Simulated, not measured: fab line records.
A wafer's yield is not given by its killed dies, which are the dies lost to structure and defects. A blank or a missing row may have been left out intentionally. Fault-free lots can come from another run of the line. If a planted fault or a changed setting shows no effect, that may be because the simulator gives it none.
One fault through the eyes of 3 desks || flow n5-finfet || what lay behind the numbers comes last; until then each desk has only its own

== FOR THE TOOL OWNER'S DESK: rie-diel-06 ==
The tool's own readings at N5_BEOL_M0_CUTY_ETCH_63 (etches SOC in N2/H2, target depth 82.7 nm, overetch 16.5 nm, time 124 s): means of the sampled wafers that have a number, for each lot that ran on this tool. The brackets show how far a lot's mean lies from the usual mean; more than 4 standard deviations puts the lot out of limits, marked OUT.
Columns: A = drypump-motor-current-A at N5_BEOL_M0_CUTY_ETCH_63, usual 5.60 A; B = oes-product-au at N5_BEOL_M0_CUTY_ETCH_63, usual 0.66 a.u.; C = rf-vpp-V at N5_BEOL_M0_CUTY_ETCH_63, usual 522.9 V; D = showerhead-plenum-p-Torr at N5_BEOL_M0_CUTY_ETCH_63, usual 2.51 Torr; E = throttle-valve-pct at N5_BEOL_M0_CUTY_ETCH_63, usual 17.9 %
{"lot": "L338", "first seen here": "day 5 22:01", "A": 5.58, "B": 0.71, "C": 522.8, "D": 2.54, "E": 17.7}
{"lot": "L351", "first seen here": "day 9 05:13", "A": 5.98, "B": 0.68, "C": 521.8, "D": 2.44, "E": 17.7}
{"lot": "L357", "first seen here": "day 10 13:07", "A": 5.71, "B": 0.78, "C": 523.0, "D": 2.53, "E": 17.6}
This desk found nothing out of limits on any of the 3 lots.

== METROLOGY DESK ==
Lot by lot, what the gauges showed, no matter which tool ran the lot: averages of those sampled wafers that carry a number. The brackets show how far a lot's mean lies from the usual mean; more than 4 standard deviations puts the lot out of limits, marked OUT. Shown here are 7 of its 12 readings, the ones lying furthest out on some lot.
Columns: A = cd-nm at N5_BEOL_M0_CUTY_CD_MEAS_57, usual 199.7 nm; B = M0_ABLK_OVL at N5_BEOL_M0_CUTY_OVL_MEAS_58, usual -0.4 nm; C = DIBL_N at N5_BEOL_M4_RC_MEAS_101, usual 35.9 mV/V; D = DIBL_P at N5_BEOL_M4_RC_MEAS_101, usual 36.0 mV/V; E = ION_N at N5_BEOL_M4_RC_MEAS_101, usual 671 uA/um; F = VT_N at N5_BEOL_M4_RC_MEAS_101, usual 250 mV; G = VT_P at N5_BEOL_M4_RC_MEAS_101, usual -251 mV
{"lot": "L338", "first seen here": "day 5 21:51", "A": 200.6, "B": 0.7, "C": 32.4, "D": 31.6, "E": 653, "F": 255, "G": -257}
{"lot": "L344", "first seen here": "day 7 02:25", "A": 199.3, "B": -0.8, "C": 36.0, "D": 35.6, "E": 671, "F": 250, "G": -249}
{"lot": "L351", "first seen here": "day 9 05:00", "A": 200.4, "B": -1.6, "C": 35.6, "D": 38.2, "E": 670, "F": 247, "G": -251}
{"lot": "L357", "first seen here": "day 10 12:58", "A": 201.0, "B": -0.6, "C": 38.1, "D": 39.0, "E": 682, "F": 248, "G": -248}
{"lot": "L359", "first seen here": "day 11 02:25", "A": 199.9, "B": -0.4, "C": 35.4, "D": 35.5, "E": 670, "F": 251, "G": -249}
{"lot": "L360", "first seen here": "day 11 07:18", "A": 199.8, "B": -0.7, "C": 32.9, "D": 32.7, "E": 653, "F": 257, "G": -256}
This desk found nothing out of limits on any of the 6 lots.

== THE DEFECT DESK ==
Lot by lot, what the route's inspections counted, given as the mean of those sampled wafers with a number. The brackets show how far a lot's mean lies from the usual mean; more than 4 standard deviations puts the lot out of limits, marked OUT.
Columns: A = raw-defect-count at N5_BEOL_M0_CUTY_INSPECT_59, usual 2.0
{"lot": "L338", "first seen here": "day 5 21:54", "A": 3.0}
{"lot": "L344", "first seen here": "day 7 02:28", "A": 1.3}
{"lot": "L351", "first seen here": "day 9 05:03", "A": 1.5}
{"lot": "L357", "first seen here": "day 10 13:01", "A": 2.5}
{"lot": "L359", "first seen here": "day 11 02:29", "A": 1.0}
{"lot": "L360", "first seen here": "day 11 07:21", "A": 0.7}
This desk found nothing out of limits on any of the 6 lots.

== BROUGHT TOGETHER ==
The desk of the tool owner found nothing out of limits.
The metrology desk saw nothing out of limits.
No out-of-limits result turned up at the defect desk.

== WHAT THE SIMULATOR HAD INSERTED ==
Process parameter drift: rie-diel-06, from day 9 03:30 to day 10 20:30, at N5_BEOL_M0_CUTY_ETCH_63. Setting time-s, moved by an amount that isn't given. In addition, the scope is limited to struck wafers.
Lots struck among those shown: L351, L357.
